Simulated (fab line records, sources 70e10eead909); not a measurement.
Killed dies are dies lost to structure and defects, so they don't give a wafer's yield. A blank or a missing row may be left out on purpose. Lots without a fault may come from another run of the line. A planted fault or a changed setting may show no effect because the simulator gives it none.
Which tool did it? | flow nand_harc | 14 lots, 42 wafers sampled, at 5 steps of a route of 1302

WHAT THE GAUGES READ, wafer by wafer
NHARC_A_CHANNEL_HOLE_D1_INSPECT_40. Usual: raw_defect_count 70, standard deviation 25.
lot  | measured     | on                | raw_defect_count | flag
L575 | day 8 19:52  | defect_inspect-01 | 77 79 94         |
L577 | day 9 19:07  | defect_inspect-02 | 115 105 129      |
L578 | day 9 22:44  | defect_inspect-01 | 36 52 26         |
L580 | day 11 07:01 | defect_inspect-02 | 102 107 73       |
L585 | day 13 08:21 | defect_inspect-01 | 85 101 93        |
L587 | day 13 14:23 | defect_inspect-02 | 28 72 33         |
L586 | day 13 16:41 | defect_inspect-01 | 101 105 101      |
L592 | day 15 14:19 | defect_inspect-01 | 52 47 59         |
L590 | day 15 15:19 | defect_inspect-02 | 95 98 81         |
L591 | day 15 22:40 | defect_inspect-02 | 74 50 75         |
L593 | day 16 01:05 | defect_inspect-02 | 117 84 76        |
L596 | day 17 16:02 | defect_inspect-01 | 44 51 53         |
L597 | day 18 07:50 | defect_inspect-02 | 75 86 100        |
L598 | day 18 11:49 | defect_inspect-02 | 55 73 37         |

NHARC_END_SORT_01. Usual: defect_limited_yield 90.6 %, standard deviation 2.3; killed_at_array 59, standard deviation 16; killed_at_other 0.8, standard deviation 1.1; killed_at_periphery 3.6, standard deviation 2.4; killed_dies 64, standard deviation 16; killed_open 3.4, standard deviation 1.8; killed_short 2.5, standard deviation 1.6.
lot  | measured     | on        | defect_limited_yield (%) | killed_at_array | killed_at_other | killed_at_periphery | killed_dies | killed_open | killed_short | flag
L580 | day 26 13:35 | prober-02 | 90.0 90.8 91.6           | 61 60 55        | 1 1 1           | 6 1 1               | 68 62 57    | 5 2 4       | 2 4 3        |

WHICH TOOL RAN EACH LOT (tool, then ch and the chambers of the sampled wafers, then the start)
lot  | NHARC_A_CHANNEL_HOLE_D1_ETCH_26  | NHARC_A_CHANNEL_FILL_D1_ALD_14   | NHARC_A_CHANNEL_FILL_D1_ALD_15
L575 | har_etch-02 ch 1, day 8 17:33    | ald_hk-02 ch 0,2,3, day 9 03:07  | ald_sin_batch-03 ch 0, day 9 06:10
L577 | har_etch-02 ch 1, day 9 17:11    | ald_hk-02 ch 0,2,3, day 10 02:20 | ald_sin_batch-01 ch 0, day 10 05:25
L578 | har_etch-01 ch 0, day 9 20:41    | ald_hk-01 ch 0,2, day 10 05:56   | ald_sin_batch-02 ch 0, day 10 09:02
L580 | har_etch-02 ch 0,1, day 11 05:06 | ald_hk-02 ch 1,2, day 11 14:14   | ald_sin_batch-01 ch 0, day 11 17:21
L585 | har_etch-02 ch 0, day 13 06:25   | ald_hk-02 ch 2,3, day 13 15:59   | ald_sin_batch-03 ch 0, day 13 19:06
L587 | har_etch-01 ch 0,1, day 13 11:59 | ald_hk-02 ch 0,2,3, day 13 21:37 | ald_sin_batch-01 ch 0, day 14 00:40
L586 | har_etch-02 ch 0,1, day 13 14:45 | ald_hk-02 ch 1,3, day 13 21:48   | ald_sin_batch-01 ch 0, day 14 00:40
L592 | har_etch-01 ch 0,1, day 15 12:22 | ald_hk-01 ch 2,3, day 15 23:02   | ald_sin_batch-02 ch 0, day 16 02:09
L590 | har_etch-02 ch 0,1, day 15 12:33 | ald_hk-01 ch 0,1, day 15 23:15   | ald_sin_batch-02 ch 0, day 16 02:09
L591 | har_etch-01 ch 0, day 15 20:47   | ald_hk-02 ch 0,2,3, day 16 08:26 | ald_sin_batch-02 ch 0, day 16 11:31
L593 | har_etch-02 ch 0,1, day 15 23:08 | ald_hk-03 ch 1,2,3, day 16 08:31 | ald_sin_batch-02 ch 0, day 16 11:31
L596 | har_etch-02 ch 0,1, day 17 14:10 | ald_hk-01 ch 0,1,3, day 18 00:37 | ald_sin_batch-01 ch 0, day 18 03:43
L597 | har_etch-01 ch 0,1, day 18 05:50 | ald_hk-01 ch 0,2,3, day 18 15:02 | ald_sin_batch-03 ch 0, day 18 18:10
L598 | har_etch-02 ch 0,1, day 18 09:50 | ald_hk-02 ch 1,2,3, day 18 19:31 | ald_sin_batch-01 ch 0, day 18 22:34
- NHARC_A_CHANNEL_HOLE_D1_ETCH_26: etches the open film in C4F8/O2/Ar, time 224.1 s, target depth 300 nm.
- NHARC_A_CHANNEL_FILL_D1_ALD_14: deposits SiO2, target thk 2.5 nm, pulse time 10 s, ald cycles 25.
- NHARC_A_CHANNEL_FILL_D1_ALD_15: deposits SiNx, target thk 2 nm, pulse time 60 s, ald cycles 19.

WHAT THE TOOLS THEMSELVES READ (means of the sampled wafers that have a number; where no wafer has one, the mark that the record gives instead)
NHARC_A_CHANNEL_HOLE_D1_ETCH_26. Usual: drypump_motor_current_A 5.7 A, standard deviation 0.43; showerhead_plenum_p_Torr 3.76 Torr, standard deviation 0.034; throttle_valve_pct 24.584 %, standard deviation 0.0093.
lot  | tool        | drypump_motor_current_A (A) | showerhead_plenum_p_Torr (Torr) | throttle_valve_pct (%) | flag
L575 | har_etch-02 | 5.4                         | 3.82                            | 24.577                 |
L577 | har_etch-02 | 5.4                         | 3.82                            | 24.580                 |
L578 | har_etch-01 | 5.4                         | 3.77                            | 24.589                 |
L580 | har_etch-02 | 5.8                         | 3.80                            | 24.586                 |
L585 | har_etch-02 | 6.5                         | 3.78                            | 24.578                 |
L587 | har_etch-01 | 5.5                         | 3.74                            | 24.587                 |
L586 | har_etch-02 | 6.1                         | 3.78                            | 24.589                 |
L592 | har_etch-01 | 5.5                         | 3.72                            | 24.575                 |
L590 | har_etch-02 | 5.8                         | 3.77                            | 24.577                 |
L591 | har_etch-01 | 5.5                         | 3.72                            | 24.586                 |
L593 | har_etch-02 | 6.1                         | 3.76                            | 24.582                 |
L596 | har_etch-02 | 6.1                         | 3.75                            | 24.577                 |
L597 | har_etch-01 | 5.6                         | 3.70                            | 24.586                 |
L598 | har_etch-02 | 6.1                         | 3.75                            | 24.576                 |

NHARC_A_CHANNEL_FILL_D1_ALD_14. Usual: heater_power_w 462 W, standard deviation 42; precursor_pulse_height_rel 0.998, standard deviation 0.018.
lot  | tool      | heater_power_w (W) | precursor_pulse_height_rel | flag
L575 | ald_hk-02 | 454                | 1.008                      |
L577 | ald_hk-02 | 460                | 0.980                      |
L578 | ald_hk-01 | 529                | 1.011                      |
L580 | ald_hk-02 | 472                | 1.008                      |
L585 | ald_hk-02 | 462                | 1.006                      |
L587 | ald_hk-02 | 459                | 0.992                      |
L586 | ald_hk-02 | 433                | 0.993                      |
L592 | ald_hk-01 | 514                | 0.999                      |
L590 | ald_hk-01 | 497                | 1.005                      |
L591 | ald_hk-02 | 458                | 1.004                      |
L593 | ald_hk-03 | 456                | 0.987                      |
L596 | ald_hk-01 | 476                | 0.999                      |
L597 | ald_hk-01 | 514                | 0.983                      |
L598 | ald_hk-02 | 460                | 0.983                      |

NHARC_A_CHANNEL_FILL_D1_ALD_15. Usual: precursor_pulse_height_rel 0.998, standard deviation 0.02.
lot  | tool             | precursor_pulse_height_rel | flag
L575 | ald_sin_batch-03 | 0.996                      |
L577 | ald_sin_batch-01 | 1.007                      |
L578 | ald_sin_batch-02 | 1.007                      |
L580 | ald_sin_batch-01 | 0.980                      |
L585 | ald_sin_batch-03 | 1.002                      |
L587 | ald_sin_batch-01 | 1.001                      |
L586 | ald_sin_batch-01 | 0.997                      |
L592 | ald_sin_batch-02 | 1.001                      |
L590 | ald_sin_batch-02 | 1.010                      |
L591 | ald_sin_batch-02 | 1.002                      |
L593 | ald_sin_batch-02 | 1.010                      |
L596 | ald_sin_batch-01 | 0.994                      |
L597 | ald_sin_batch-03 | 1.000                      |
L598 | ald_sin_batch-01 | 0.969                      |

THE ANSWER, worked out from the rows above alone
Rule: a lot is off if the mean of its wafers that have a number lies more than 3 standard deviations from the usual mean. A lot without any number at a reading at which 4 lots or more have one is off too. The other lots that the step has rows for count as sound. The gauges are gone through in route order, then the tools' own readings, and for those a lot's mean is taken as printed above. The first step at which some lot is off is used, and at that step the reading that is off furthest; a lot without a number counts as furthest.
No lot is off at any reading shown: from this, nothing can be told.

WHAT THE SIMULATOR HAD PUT IN
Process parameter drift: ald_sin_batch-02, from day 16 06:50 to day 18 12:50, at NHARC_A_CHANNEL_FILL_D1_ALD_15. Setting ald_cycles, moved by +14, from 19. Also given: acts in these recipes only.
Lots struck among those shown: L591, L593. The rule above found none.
